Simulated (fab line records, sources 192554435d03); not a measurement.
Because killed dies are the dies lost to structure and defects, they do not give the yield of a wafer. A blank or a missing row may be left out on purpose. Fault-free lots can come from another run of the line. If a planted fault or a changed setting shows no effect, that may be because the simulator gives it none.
Split-lot study ; flow n5 finfet ; route with 1938 steps; 7 lots, 21 wafers read

== THE SPLIT ==
At N5_BEOL_M9_EXPOSE_08 (exposes mask M9), the setting dose mj was moved away from the recipe's 53.75 on 9 of the 21 wafers read, by -6.6% to +5.8%. This setting was run at the recipe's value on the other wafers.

== FROM THE SPLIT TO THE READING: what the file shows between them, 12 steps ==
- N5_BEOL_M9_PEB_09: peb time 60 s
- N5_BEOL_M9_DEVELOP_10: develop time 30 s
- N5_BEOL_M9_CD_MEAS_11: target cd 64.1 nm
- N5_BEOL_M9_DESCUM_16: chemistry O2, time 7.9 s
- N5_BEOL_M9_ETCH_61: etches SiARC in CF4, target depth 39 nm, time 65 s
- N5_BEOL_M9_ETCH_62: etches SOC in N2/H2, target depth 110 nm, overetch 22 nm, time 165 s
- N5_BEOL_M9_STRIP_19: strips in O2 (also split here: power w)
- N5_BEOL_M9_CD_MEAS_18: pitch 140 nm, target cd 70 nm
- N5_BEOL_M9_COAT_63: time 60 s, resist thk 60 nm
- N5_BEOL_M9_COAT_64: time 60 s, resist thk 12 nm
- N5_BEOL_M9_PRECLEAN_42: cleans in residue remover, time 60 s
- N5_BEOL_M9_SRD_43: time 30 s

== THE READING ==
cd nm, in nm, at N5_BEOL_M9_CD_MEAS_35 (target cd 70 nm, target cd y 40 nm). Fault-free wafers of this fab line usually give 69.9 nm, standard deviation 0.42 nm.

wafer;tool, chamber at the split;dose mj as run;against the recipe;cd nm, nm;against lot-mates on the recipe
L074.4;arfi scanner-01, 0;52.01;-3.2%;68.7;-1.4
L074.5;arfi scanner-01, 0;53.75;recipe;70.1;-
L074.6;arfi scanner-01, 0;52.01;-3.2%;68.3;-1.8
L076.2;arfi scanner-01, 0;53.75;recipe;69.1;-
L076.3;arfi scanner-01, 0;53.75;recipe;69.3;-
L076.6;arfi scanner-01, 0;53.75;recipe;69.8;-
L080.3;arfi scanner-01, 0;53.75;recipe;69.5;-
L080.4;arfi scanner-01, 0;53.75;recipe;69.7;-
L080.6;arfi scanner-01, 0;53.75;recipe;70.4;-
L086.1;arfi scanner-01, 0;51.19;-4.8%;67.4;-2.5
L086.3;arfi scanner-01, 0;53.75;recipe;69.9;-
L086.6;arfi scanner-01, 0;51.19;-4.8%;67.5;-2.4
L087.2;arfi scanner-03, 0;53.75;recipe;70.1;-
L087.5;arfi scanner-03, 0;56.86;+5.8%;73.0;+2.8
L087.6;arfi scanner-03, 0;53.75;recipe;70.3;-
L089.4;arfi scanner-01, 0;53.75;recipe;70.2;-
L089.5;arfi scanner-01, 0;50.2;-6.6%;66.6;-3.6
L089.6;arfi scanner-01, 0;50.2;-6.6%;66.7;-3.5
L096.1;arfi scanner-01, 0;52.62;-2.1%;68.7;-1.3
L096.2;arfi scanner-01, 0;53.75;recipe;70.0;-
L096.5;arfi scanner-01, 0;52.62;-2.1%;68.4;-1.6

THE FIT
A straight line over all 21 wafers: cd nm changes by +0.503 nm for each +1% of dose mj; r = +0.97; the points scatter about the line by 0.34 nm.
The same after taking each lot's own level away (the mean of its wafers on the recipe; 21 wafers): +0.519 nm for each +1%; r = +0.99; scatter 0.25 nm.
According to that fit, moving dose mj by its largest amount changes the reading by 3.4 nm.
The span of the lots' own levels, 69.40 to 70.20 nm, comes to 1.9 times the standard deviation stated above.
The two slopes are in agreement: the lot-to-lot level therefore moves the slope only a little.
Check: -3.44 nm against its lot-mates is what the line predicts for one of the wafers moved furthest among these (-6.6%) when that wafer is left out of the fit. Against them it came out at -3.6 nm.

== OTHER SPLITS ON THESE WAFERS ==
Note: prior to the reading, these wafers also went through further splits. Each is held against what the fit with the lots' levels taken away leaves over:
other split on the same wafers;wafers away from the commonest value;r with cd nm (lot level and that fit taken away)
N5_BEOL_M7_COAT_05 spin rpm;11;-0.15
N5_BEOL_M8_COAT_59 spin rpm;6;+0.13
N5_BEOL_M8_DESCUM_16 time s;7;+0.11
N5_BEOL_M9_STRIP_19 power w;7;+0.10

== THE WHOLE CHAIN: every reading that the file lists as answering this split, in the file's order ==
step;what it does;reading;change (the file's fit);r (the file's)
N5_BEOL_M9_CD_MEAS_11;target cd 64.1 nm;cd nm;+0.529 nm for each +1% of the setting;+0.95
N5_BEOL_M9_ETCH_61;etches SiARC in CF4, target depth 39 nm, time 65 s;BEOL_M9.cd offset nm (the simulator's own value, which no gauge read);+0.5 nm for each +1% of the setting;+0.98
N5_BEOL_M9_ETCH_62;etches SOC in N2/H2, target depth 110 nm, overetch 22 nm, time 165 s;BEOL_M9.cd offset nm (the simulator's own value, which no gauge read);+0.517 nm for each +1% of the setting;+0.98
N5_BEOL_M9_CD_MEAS_18;pitch 140 nm, target cd 70 nm;cd nm;+0.53 nm for each +1% of the setting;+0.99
N5_BEOL_M9_CD_MEAS_35;target cd 70 nm, target cd y 40 nm;cd nm;+0.522 nm for each +1% of the setting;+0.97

== FILE'S OWN FIT ==
cd nm changes by +0.522 nm for each +1% of dose mj, r = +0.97.
